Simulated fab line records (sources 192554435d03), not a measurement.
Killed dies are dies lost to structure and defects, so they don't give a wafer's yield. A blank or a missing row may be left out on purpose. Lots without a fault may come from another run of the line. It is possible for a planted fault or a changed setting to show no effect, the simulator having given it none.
Split-lot trial + flow n5Finfet + route with 1938 steps; 7 lots, 39 wafers read

== SPLIT DETAILS ==
At N5_FIN_SAQP_SPACER1_ALD_24 (deposits SiO2, target thk 20.3 nm, pulse time 1 s, purge time 2 s), the setting aldCycles was moved away from the recipe's 218 on 15 of the 39 wafers read, by +15.6% to +53.7%. All remaining wafers had this setting at the recipe value.

== FROM THE SPLIT TO THE READING: what the file shows between them, 2 steps ==
- N5_FIN_SAQP_SPACER1_ETCHBACK_25: etches SiO2 in CHF3/O2, target depth 24.4 nm, time 12.2 s
- N5_FIN_SAQP_MANDREL1_REMOVE_56: chemistry HBr/Cl2/O2, target a-Si, stops on SiNx, bt time 10 s

== THE READING ==
At N5_FIN_SAQP_CD_MEAS_27: cdNm in nanometres, against a target cd of 20 nm. Fault-free wafers of this fab line usually give 20.33 nm, standard deviation 0.22 nm.

| wafer  | tool, chamber at the split | aldCycles as run | against the recipe | cdNm, nm | against lot-mates on the recipe |
|--------|----------------------------|------------------|--------------------|----------|---------------------------------|
| L079.1 | aldSin-03, 3,0,0           | 218              | recipe             | 20.23    | -                               |
| L079.2 | aldSin-03, 2,1,1           | 318              | +45.9%             | 29.36    | +8.96                           |
| L079.3 | aldSin-03, 2,1,1           | 318              | +45.9%             | 29.26    | +8.86                           |
| L079.4 | aldSin-03, 3,0,0           | 218              | recipe             | 20.49    | -                               |
| L079.5 | aldSin-03, 2,1,1           | 318              | +45.9%             | 29.61    | +9.21                           |
| L079.6 | aldSin-03, 3,0,0           | 218              | recipe             | 20.47    | -                               |
| L084.1 | aldSin-04, 1,0             | 335              | +53.7%             | 30.88    | +10.81                          |
| L084.2 | aldSin-04, 1,0             | 335              | +53.7%             | 30.88    | +10.81                          |
| L084.3 | aldSin-04, 2               | 218              | recipe             | 19.92    | -                               |
| L084.4 | aldSin-04, 3,2             | 218              | recipe             | 20.02    | -                               |
| L084.5 | aldSin-04, 3               | 335              | +53.7%             | 31.60    | +11.53                          |
| L084.6 | aldSin-04, 3,2             | 218              | recipe             | 20.26    | -                               |
| L088.1 | aldSin-03, 0,2,3,1,0,3     | 218              | recipe             | 20.80    | -                               |
| L088.2 | aldSin-03, 0,2,3,1,0,3     | 218              | recipe             | 20.58    | -                               |
| L088.3 | aldSin-03, 0,2,3,1,0,3     | 218              | recipe             | 20.32    | -                               |
| L088.4 | aldSin-03, 0,2,3,1,0,3     | 218              | recipe             | 20.49    | -                               |
| L088.5 | aldSin-03, 0,2,3,1,0,3     | 218              | recipe             | 20.45    | -                               |
| L088.6 | aldSin-03, 0,2,3,1,0,3     | 218              | recipe             | 20.46    | -                               |
| L089.1 | aldSin-04, 2,2,1           | 218              | recipe             | 20.30    | -                               |
| L089.2 | aldSin-04, 3,1             | 252              | +15.6%             | 23.30    | +2.95                           |
| L089.3 | aldSin-04, 3,1             | 252              | +15.6%             | 23.92    | +3.57                           |
| L089.4 | aldSin-04, 0               | 252              | +15.6%             | 23.77    | +3.42                           |
| L089.5 | aldSin-04, 2,2,1           | 218              | recipe             | 20.37    | -                               |
| L089.6 | aldSin-04, 2,2,1           | 218              | recipe             | 20.38    | -                               |
| L092.1 | aldSin-04, 0               | 218              | recipe             | 20.25    | -                               |
| L092.2 | aldSin-04, 2,3             | 218              | recipe             | 20.34    | -                               |
| L092.3 | aldSin-04, 2,3             | 218              | recipe             | 20.24    | -                               |
| L092.4 | aldSin-04, 0,3             | 254              | +16.5%             | 24.15    | +3.87                           |
| L092.5 | aldSin-04, 0,3             | 254              | +16.5%             | 24.02    | +3.74                           |
| L092.6 | aldSin-04, 2               | 254              | +16.5%             | 23.96    | +3.68                           |
| L094.1 | aldSin-03, 0,2             | 218              | recipe             | 20.36    | -                               |
| L094.4 | aldSin-03, 3               | 218              | recipe             | 20.18    | -                               |
| L094.6 | aldSin-03, 0,2             | 218              | recipe             | 20.22    | -                               |
| L096.1 | aldSin-03, 1               | 290              | +33.0%             | 26.86    | +6.61                           |
| L096.2 | aldSin-03, 2,0,3           | 218              | recipe             | 20.35    | -                               |
| L096.3 | aldSin-03, 2,0,3           | 218              | recipe             | 20.07    | -                               |
| L096.4 | aldSin-03, 3,2             | 290              | +33.0%             | 26.90    | +6.65                           |
| L096.5 | aldSin-03, 3,2             | 290              | +33.0%             | 27.09    | +6.84                           |
| L096.6 | aldSin-03, 2,0,3           | 218              | recipe             | 20.32    | -                               |
Where a row lists several chambers, the file gives one row for several wafers and doesn't say which wafer went through which chamber.

FIT RESULTS
A straight line over all 39 wafers: cdNm changes by +0.2 nm for each +1% of aldCycles; r = +1.00; the points scatter about the line by 0.24 nm.
The same after taking each lot's own level away (the mean of its wafers on the recipe; 39 wafers): +0.203 nm for each +1%; r = +1.00; scatter 0.22 nm.
That fit puts the effect of the largest move of aldCycles on the reading at 11 nm.
The lots' own levels span 20.067 to 20.517 nm, that is 2.0 times the standard deviation above.
So the lot-to-lot level changes the slope little: the two slopes agree.
Check: with one of the wafers moved furthest among these (+53.7%) left out of the fit, the line predicts +10.9 nm for it against its lot-mates. Against them it came out at +10.8 nm.

== FURTHER SPLITS ON THESE WAFERS ==
Before the reading, these wafers also passed through other splits. Each is held against what the fit with the lots' levels taken away leaves over:
| other split on the same wafers | wafers away from the commonest value | r with cdNm (lot level and that fit taken away) |
|--------------------------------|--------------------------------------|-------------------------------------------------|
| N5_ZERO_LAYER_PECVD_02 timeS   | 6                                    | +0.13                                           |

== THE WHOLE CHAIN: every reading that the file lists as answering this split, in the file's order ==
| step                           | what it does                                                      | reading                                                                                | change (the file's fit)               | r (the file's) |
|--------------------------------|-------------------------------------------------------------------|----------------------------------------------------------------------------------------|---------------------------------------|----------------|
| N5_FIN_SAQP_SPACER1_ALD_24     | deposits SiO2, target thk 20.3 nm, pulse time 1 s, purge time 2 s | SiO2_of_FIN_SAQP_SPACER1_ALD_24.thkNm (the simulator's own value, which no gauge read) | +0.206 nm for each +1% of the setting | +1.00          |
| N5_FIN_SAQP_MANDREL1_REMOVE_56 | chemistry HBr/Cl2/O2, target a-Si, stops on SiNx, bt time 10 s    | FIN_SAQP.cdNm (the simulator's own value, which no gauge read)                         | +0.204 nm for each +1% of the setting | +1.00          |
| N5_FIN_SAQP_CD_MEAS_27         | target cd 20 nm                                                   | cdNm                                                                                   | +0.204 nm for each +1% of the setting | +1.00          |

== FILE'S OWN FIT ==
cdNm changes by +0.204 nm for each +1% of aldCycles, r = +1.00.
